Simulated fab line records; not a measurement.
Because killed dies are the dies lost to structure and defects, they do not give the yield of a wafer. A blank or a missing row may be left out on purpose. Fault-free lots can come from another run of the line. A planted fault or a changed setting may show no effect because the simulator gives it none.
fab line records	flow n5Finfet
[record] lots = 6	wafers = 18	lastDay = 19
route steps=1938 shown BEOL_M9@1427
lots that met no fault: taken from a fault-free run of the same line
startH: the number of hours between the record's first day and the start of the first shown wafer of the lot	waitH: hours elapsed since this lot's preceding step	" identical to the entry in the row above	L1.1+2: a single row standing in for several wafers	- no value, or no start given	* or withheld: withheld	< > ~ a bound
route shown NAME@n: NAME is a module with steps in the file, n the number in the route of the first one	usual: mean and standard deviation over wafers with no fault	same: alike in all rows	chamber/n: place in a boat	sites: readings site by site	_std_site: the standard deviation of these	_edge_site: inner sites' mean taken away from outer sites' mean	radiusMm: for every site, how far away it sits from the centre of the wafer	mask NAME#n: copy n	behind: the tool/chamber that last shaped the wafer	hold: why the lot went on hold/how many hours it stayed there/how the hold came to an end	device: which transistor (n, p or np) failed to switch	end of line: tests run on the same wafers once the route is complete	where a step has no rows: the recipe by itself	killed: dies that structure and defects cost at the first sort, which is not the same as the wafer's yield	map: a wafer's dies, marking killed ones x, the rest . and places with no die _
set.NAME: the setting the step ran with; set.NAME@STEP: the setting that earlier step ran with	model.NAME: the simulator's own value behind a step, which no gauge read
lots seen at some steps along the route; tables by step, rows by wafer
services: when a tool's chamber went out of use (startH, in hours from the record's first day, below 0 if earlier), for how many hours, and the reason
[[steps]]
[step N5_BEOL_M9_COAT_75]
[recipe] resist = underlayer	tempC = 205	timeS = 60	spinRpm = 1500	resistThkNm = 5
[step N5_BEOL_M9_COAT_22]
[recipe] resist = CAR-EUV	spinRpm = 1500	resistThkNm = 30
[step N5_BEOL_M9_EBR_24]
[recipe] solvent = PGMEA	ebrWidthMm = 1.5
[step N5_BEOL_M9_SOFTBAKE_23]
[recipe] tempC = 110	timeS = 60	resist = CAR-EUV
[step N5_BEOL_M9_EXPOSE_25]
[recipe] maskId = V8	na = 0.33	sourceShape = annular	sigmaInner = 0.4	sigmaOuter = 0.8	polarization = unpolarized	doseMj = 37.25
[step N5_BEOL_M9_PEB_26]
[recipe] pebTempC = 100	pebTimeS = 60	resist = CAR-EUV
[step N5_BEOL_M9_DEVELOP_27]
[recipe] developTimeS = 30	developer = TMAH	resist = CAR-EUV	rinseLiquid = surfactantRinse	dry = airSpin	devTempC = 23
[step N5_BEOL_M9_CD_MEAS_28]
[recipe] targetCdNm = 70	landingEnergyEv = 500	detector = seInlens	polarity = opening
[usual] cdNm = 70.02/0.24
lot.wafer	tool	chamber	startH	waitH	cdNm
L332.3	cdSem-01	0	244.98	-	69.83
L332.5	"	0	"	"	69.90
L332.6	"	0	"	"	69.76
L340.1	cdSem-01	0	329.93	-	69.98
L340.3	"	0	"	"	70.08
L340.6	"	0	"	"	70.30
L342.1	cdSem-03	0	333.34	-	70.34
L342.5	"	0	"	"	69.85
L342.6	"	0	"	"	69.87
L339.1	cdSem-02	0	346.59	-	70.35
L339.2	"	0	"	"	70.06
L339.6	"	0	"	"	70.31
L349.1	cdSem-02	0	372.34	-	70.22
L349.2	"	0	"	"	70.14
L349.6	"	0	"	"	69.93
L350.4	cdSem-02	0	383.32	-	69.67
L350.5	"	0	"	"	69.78
L350.6	"	0	"	"	69.87
[step N5_BEOL_M9_OVL_MEAS_29]
[recipe] pointsPerWafer = 522
[usual] V8_OVL = 0.1/0.7
lot.wafer	tool	chamber	startH	waitH	V8_OVL[nm]
L332.3	overlay-01	0	245.02	0.0	0.0
L332.5	"	0	"	"	1.0
L332.6	"	0	"	"	-1.0
L340.1	overlay-02	0	329.96	0.0	-0.2
L340.3	"	0	"	"	-0.3
L340.6	"	0	"	"	0.5
L342.1	overlay-01	0	333.37	0.0	-0.2
L342.5	"	0	"	"	0.7
L342.6	"	0	"	"	-0.3
L339.1	overlay-02	0	346.62	0.0	0.3
L339.2	"	0	"	"	0.1
L339.6	"	0	"	"	0.4
L349.1	overlay-02	0	372.37	0.0	-0.4
L349.2	"	0	"	"	-1.2
L349.6	"	0	"	"	-0.3
L350.4	overlay-01	0	383.36	0.0	0.4
L350.5	"	0	"	"	1.2
L350.6	"	0	"	"	0.6
[step N5_BEOL_M9_INSPECT_30]
[recipe] mode = adi	inspectInstrument = brightfield
[usual] rawDefectCount = 415/100
lot.wafer	tool	chamber	startH	waitH	rawDefectCount
L332.3	defectInspect-01	-	245.07	0.0	371
L332.5	"	-	"	"	339
L332.6	"	-	"	"	355
L340.1	defectInspect-01	-	330.02	0.1	319
L340.3	"	-	"	"	318
L340.6	"	-	"	"	273
L342.1	defectInspect-02	-	333.43	0.1	462
L342.5	"	-	"	"	645
L342.6	"	-	"	"	379
L339.1	defectInspect-02	-	346.68	0.1	380
L339.2	"	-	"	"	410
L339.6	"	-	"	"	264
L349.1	defectInspect-02	-	372.43	0.1	390
L349.2	"	-	"	"	374
L349.6	"	-	"	"	632
L350.4	defectInspect-02	-	383.42	0.0	420
L350.5	"	-	"	"	413
L350.6	"	-	"	"	387
[step N5_BEOL_M9_DESCUM_33]
[recipe] chemistry = O2	timeS = 7	sourcePowerW = 50	biasPowerW = 20	pressureMtorr = 20	rfFrequencyHz = 2.712e+07	tempC = 40	resist = CAR-EUV	o2FlowSccm = 225
[usual] drypumpMotorCurrentA = 5.7/0.45	oesProductAu = 0.80/0.084	rfVppV = 243.1/1.4	showerheadPlenumPTorr = 2.10/0.078	throttleValvePct = 20.46/0.2
lot.wafer	tool	chamber	startH	waitH	drypumpMotorCurrentA	oesProductAu	rfHoursCounterH	rfVppV	showerheadPlenumPTorr	throttleValvePct
L332.3	rieDiel-06	0	245.59	0.5	5.2	0.91	26	241.5	2.05	20.27
L332.5	"	0	"	"	5.2	0.91	-	242.0	2.05	20.26
L332.6	"	1	"	"	5.6	0.70	-	244.6	2.16	20.89
L340.1	rieDiel-03	3	330.05	0.0	5.5	0.85	62	245.7	2.22	20.33
L340.3	"	1	"	"	6.0	0.98	6	243.6	2.14	20.21
L340.6	"	3	"	"	5.5	0.85	-	246.0	2.22	20.32
L342.1	rieDiel-03	2	333.61	0.2	5.3	0.90	31	244.7	2.23	20.40
L342.5	"	0	"	"	4.7	0.78	-	242.8	2.03	20.28
L342.6	"	1	"	"	6.0	0.97	-	244.6	2.14	20.19
L339.1	rieDiel-02	1	346.72	0.0	6.3	0.85	58	243.3	2.12	20.25
L339.2	"	2	"	"	6.0	0.70	214	244.5	2.17	20.63
L339.6	"	2	"	"	6.0	0.71	-	244.3	2.17	20.62
L349.1	rieDiel-03	3	372.77	0.3	5.5	0.82	72	245.1	2.21	20.34
L349.2	"	1	"	"	6.1	0.94	18	242.1	2.14	20.22
L349.6	"	2	"	"	5.4	0.88	-	244.8	2.22	20.40
L350.4	rieDiel-06	2	383.68	0.3	6.5	0.71	-	241.0	1.99	20.35
L350.5	"	3	"	"	5.4	0.66	-	242.2	2.05	20.71
L350.6	"	0	"	"	5.2	0.84	-	242.6	2.04	20.32
[step N5_BEOL_M9_ETCH_76]
[recipe] chemistry = N2/H2	target = underlayer	targetDepthA = 65	maskMaterial = CAR-EUV	timeS = 5.2	ionEnergyEv = 200	pressureMtorr = 30	sourceW = 840	biasW = 150	n2FlowSccm = 200	h2FlowSccm = 200	ends = cleared
[usual] biasW = 150.0/0.47	drypumpMotorCurrentA = 5.7/0.45	etchRfOnTimeS = 5.18/0.08	oesProductAu = 0.68/0.071	rfVppV = 524.0/2.9	showerheadPlenumPTorr = 2.54/0.092	throttleValvePct = 17.84/0.22
lot.wafer	tool	chamber	startH	waitH	biasW	drypumpMotorCurrentA	etchRfOnTimeS	oesProductAu	rfHoursCounterH	rfVppV	showerheadPlenumPTorr	throttleValvePct
L332.3	rieDiel-06	0	245.62	0.0	150.0	5.2	5.18	0.77	26	522.9	2.49	17.61
L332.5	"	0	"	"	149.7	5.2	5.12	0.78	-	522.8	2.48	17.59
L332.6	"	1	"	"	150.6	5.6	5.13	0.60	-	525.4	2.62	18.32
L340.1	rieDiel-03	3	330.09	0.0	150.6	5.5	5.34	0.70	62	524.4	2.69	17.71
L340.3	"	1	"	"	150.5	5.9	5.08	0.82	6	526.7	2.60	17.73
L340.6	"	3	"	"	149.9	5.5	5.34	0.71	-	527.2	2.69	17.67
L342.1	rieDiel-03	2	333.65	0.0	150.6	5.3	5.20	0.76	31	529.5	2.70	17.73
L342.5	"	0	"	"	150.1	4.8	5.35	0.66	-	520.9	2.46	17.62
L342.6	"	1	"	"	149.1	6.0	5.08	0.83	-	528.0	2.60	17.71
L339.1	rieDiel-02	1	346.75	0.0	150.1	6.3	5.20	0.72	58	523.6	2.58	17.70
L339.2	"	2	"	"	150.1	6.0	5.17	0.60	214	525.9	2.61	17.93
L339.6	"	2	"	"	150.6	6.0	5.19	0.60	-	527.2	2.61	17.91
L349.1	rieDiel-03	3	372.80	0.0	150.6	5.5	5.34	0.70	72	527.3	2.69	17.72
L349.2	"	1	"	"	149.5	6.0	5.14	0.80	18	526.4	2.60	17.77
L349.6	"	2	"	"	150.6	5.4	5.22	0.75	-	528.1	2.70	17.78
L350.4	rieDiel-06	2	383.71	0.0	150.2	6.5	5.16	0.61	-	518.5	2.41	17.74
L350.5	"	3	"	"	150.6	5.5	5.17	0.56	-	523.1	2.51	18.21
L350.6	"	0	"	"	150.1	5.2	5.16	0.72	-	521.2	2.47	17.64
[step N5_BEOL_M9_ETCH_65]
[recipe] chemistry = CF4	target = SiARC	targetDepthA = 156	maskMaterial = CAR-EUV	timeS = 26	ionEnergyEv = 80	pressureMtorr = 40	sourceW = 545	biasW = 36	Ar_flow_sccm = 100	cf4FlowSccm = 100	ends = cleared
[usual] biasW = 36.01/0.11	drypumpMotorCurrentA = 5.7/0.45	etchRfOnTimeS = 26.0/0.38	mfcArSccm = 100.0/0.31	oesProductAu = 0.68/0.071	rfVppV = 184.1/1.3	showerheadPlenumPTorr = 2.14/0.072	throttleValvePct = 15.62/0.24
lot.wafer	tool	chamber	startH	waitH	biasW	drypumpMotorCurrentA	etchRfOnTimeS	mfcArSccm	oesProductAu	rfHoursCounterH	rfVppV	showerheadPlenumPTorr	throttleValvePct
L332.3	rieDiel-06	0	245.64	0.0	36.04	5.2	25.9	99.8	0.78	26	183.6	2.11	15.41
L332.5	"	0	"	"	35.90	5.2	26.2	99.3	0.77	-	184.6	2.11	15.41
L332.6	"	1	"	"	35.96	5.6	26.3	100.2	0.59	-	185.9	2.20	16.07
L340.1	rieDiel-03	3	330.10	0.0	35.84	5.5	26.1	100.3	0.72	62	185.8	2.26	15.45
L340.3	"	1	"	"	35.97	6.0	25.4	100.0	0.83	6	187.0	2.19	15.31
L340.6	"	3	"	"	35.88	5.5	26.5	99.9	0.71	-	184.8	2.26	15.44
L342.1	rieDiel-03	2	333.66	0.0	45.59	5.3	24.1	100.4	0.80	31	215.3	2.26	15.45
L342.5	"	0	"	"	36.07	4.8	26.7	100.1	0.66	-	182.5	2.09	15.50
L342.6	"	1	"	"	35.91	6.0	25.1	100.1	0.84	-	183.9	2.19	15.32
L339.1	rieDiel-02	1	346.77	0.0	35.95	6.3	26.2	99.7	0.72	58	185.2	2.18	15.38
L339.2	"	2	"	"	35.91	6.0	25.8	100.0	0.60	214	186.4	2.21	15.82
L339.6	"	2	"	"	35.87	6.0	26.1	99.8	0.60	-	184.8	2.21	15.83
L349.1	rieDiel-03	3	372.82	0.0	36.00	5.5	26.2	99.8	0.71	72	186.2	2.25	15.48
L349.2	"	1	"	"	35.98	6.0	25.2	100.3	0.81	18	185.1	2.18	15.32
L349.6	"	2	"	"	45.18	5.3	23.9	100.2	0.78	-	217.6	2.26	15.48
L350.4	rieDiel-06	2	383.73	0.0	36.10	6.4	26.1	99.7	0.61	-	182.8	2.04	15.56
L350.5	"	3	"	"	35.84	5.4	26.3	99.7	0.57	-	182.8	2.11	16.02
L350.6	"	0	"	"	35.98	5.2	26.2	99.6	0.71	-	184.7	2.09	15.47
[step N5_BEOL_M9_ETCH_66]
[recipe] chemistry = N2/H2	target = SOC	targetDepthA = 800	overetchA = 160	maskMaterial = SiARC	tempC = 40	timeS = 120	ionEnergyEv = 200	pressureMtorr = 30	sourceW = 840	biasW = 150	n2FlowSccm = 200	h2FlowSccm = 200
[usual] biasW = 149.9/0.48	drypumpMotorCurrentA = 5.7/0.46	oesProductAu = 0.61/0.062	rfVppV = 524.0/2.8	showerheadPlenumPTorr = 2.54/0.092	throttleValvePct = 17.80/0.22
lot.wafer	tool	chamber	startH	waitH	biasW	drypumpMotorCurrentA	oesProductAu	rfHoursCounterH	rfVppV	showerheadPlenumPTorr	throttleValvePct
L332.3	rieDiel-06	0	245.67	0.0	149.1	5.2	0.69	26	523.4	2.48	17.56
L332.5	"	0	"	"	149.5	5.2	0.69	-	521.9	2.48	17.57
L332.6	"	1	"	"	149.3	5.6	0.53	-	525.9	2.62	18.26
L340.1	rieDiel-03	3	330.13	0.0	151.0	5.5	0.65	62	527.6	2.69	17.66
L340.3	"	1	"	"	149.6	6.0	0.74	6	524.1	2.60	17.68
L340.6	"	3	"	"	150.5	5.5	0.65	-	527.7	2.69	17.66
L342.1	rieDiel-03	2	333.69	0.0	150.0	5.3	0.69	31	528.0	2.70	17.71
L342.5	"	0	"	"	150.1	4.8	0.60	-	521.3	2.46	17.61
L342.6	"	1	"	"	150.8	6.0	0.74	-	524.5	2.60	17.67
L339.1	rieDiel-02	1	346.80	0.0	149.2	6.3	0.66	58	525.1	2.58	17.67
L339.2	"	2	"	"	150.9	6.0	0.54	214	525.3	2.61	17.88
L339.6	"	2	"	"	150.3	6.0	0.54	-	528.2	2.61	17.88
L349.1	rieDiel-03	3	372.85	0.0	150.0	5.5	0.64	72	527.9	2.69	17.67
L349.2	"	1	"	"	150.6	6.0	0.72	18	526.6	2.60	17.70
L349.6	"	2	"	"	149.7	5.3	0.67	-	529.2	2.70	17.72
L350.4	rieDiel-06	2	383.79	0.0	149.5	6.4	0.54	-	518.7	2.41	17.70
L350.5	"	3	"	"	149.6	5.5	0.51	-	523.1	2.51	18.18
L350.6	"	0	"	"	151.0	5.2	0.64	-	522.9	2.47	17.63
[[services]]
tool	chamber	startH	hours	kind
rieDiel-03	2	225.34	-	clean
rieDiel-03	2	225.34	-	consumableReplace:focusRing
rieDiel-03	2	225.34	-	consumableReplace:showerhead
rieDiel-03	2	225.34	18.0	scheduledDown
rieDiel-03	2	225.34	18.0	ventCycle
rieDiel-06	3	252.54	2.8	repair
rieDiel-03	1	260.48	6.6	repair
rieDiel-03	1	280.85	-	clean
rieDiel-03	1	280.85	-	consumableReplace:focusRing
rieDiel-03	1	280.85	20.3	scheduledDown
rieDiel-03	1	280.85	20.3	ventCycle
rieDiel-03	3	318.68	3.2	repair
rieDiel-06	3	326.10	3.0	repair
rieDiel-06	1	356.46	-	clean
rieDiel-06	1	356.46	-	consumableReplace:focusRing
rieDiel-06	1	356.46	29.5	scheduledDown
rieDiel-06	1	356.46	29.5	ventCycle
rieDiel-03	2	381.01	1.2	repair
rieDiel-02	-	383.04	0.7	repair
[[key]]
[firstSign] step = N5_BEOL_M9_ETCH_65	reading = biasW	direction = up	sigmas = 85	usual = *	struck = *
[effect] step = N5_BEOL_M9_ETCH_65	reading = rfVppV	direction = up	sigmas = 25	usual = 184.1	struck = 216.5
metAt N5_BEOL_M9_ETCH_65
struckWafers L342.1,L349.6
[fault] kind = processParameterDrift	tool = rieDiel-03	chamber = 2	onsetH = 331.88	steps = N5_BEOL_M9_ETCH_65	channel = biasW	offset = *	shape = step	endH = 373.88	actsIn = *	stated = *
